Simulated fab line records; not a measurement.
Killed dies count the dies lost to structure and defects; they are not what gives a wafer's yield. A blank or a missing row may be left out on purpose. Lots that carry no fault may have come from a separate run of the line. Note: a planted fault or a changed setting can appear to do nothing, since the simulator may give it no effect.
Chamber matching	flow n5-finfet	N5_MOL_CONTACT_COAG_CO_FILL_22 on cvd-co-01 has 3 sister chambers
The step material Co, precursor CCTBA/H2, target thk 20 nm. 14 wafers are shown with their chamber, then 7 later ones without.

== EACH WAFER AND ITS CHAMBER ==
wafer	chamber	heater-power-w (W)
L713.3	0	243
L713.4	1	241
L713.5	2	231
L714.3	1	236
L714.4	0	241
L714.6	2	235
L718.1	1	240
L718.3	0	243
L718.6	2	231
L721.1	1	239
L721.4	0	250
L721.5	2	228
L723.2	1	246
L723.4	0	247

SIGNATURES (means of the wafers above)
reading	chamber 0	chamber 1	chamber 2	scatter within a chamber
heater-power-w	244.80	240.40	231.25	3.45
Rule: a wafer's distance from a chamber is the root of the sum, over the readings, of the square of ((its reading less the chamber's mean) divided by the reading's scatter). If the next closest chamber is less than 2 further off than the closest, the wafer can't be placed; otherwise it belongs to the closest. The scatter is the square root of a quotient: the sum, over the shown wafers, of each reading's squared deviation from its chamber's mean, divided by wafers minus chambers.

== WAFERS WITHOUT THEIR CHAMBER ==
wafer	heater-power-w (W)
L723.5	232
L725.3	235
L725.4	230
L725.6	243
L727.4	245
L727.5	229
L727.6	252

== EACH ONE'S CHAMBER ==
wafer	from the rows above	in truth
L723.5	2	2
L725.3	can't be placed: 2 or 1 or 0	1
L725.4	2	2
L725.6	can't be placed: 0 or 1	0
L727.4	can't be placed: 0 or 1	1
L727.5	2	2
L727.6	can't be placed: 0 or 1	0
Correct placement for 3 of the 7. Not placeable from these rows: 4 (in 4, the candidates include the true chamber). 0 placed wrongly.
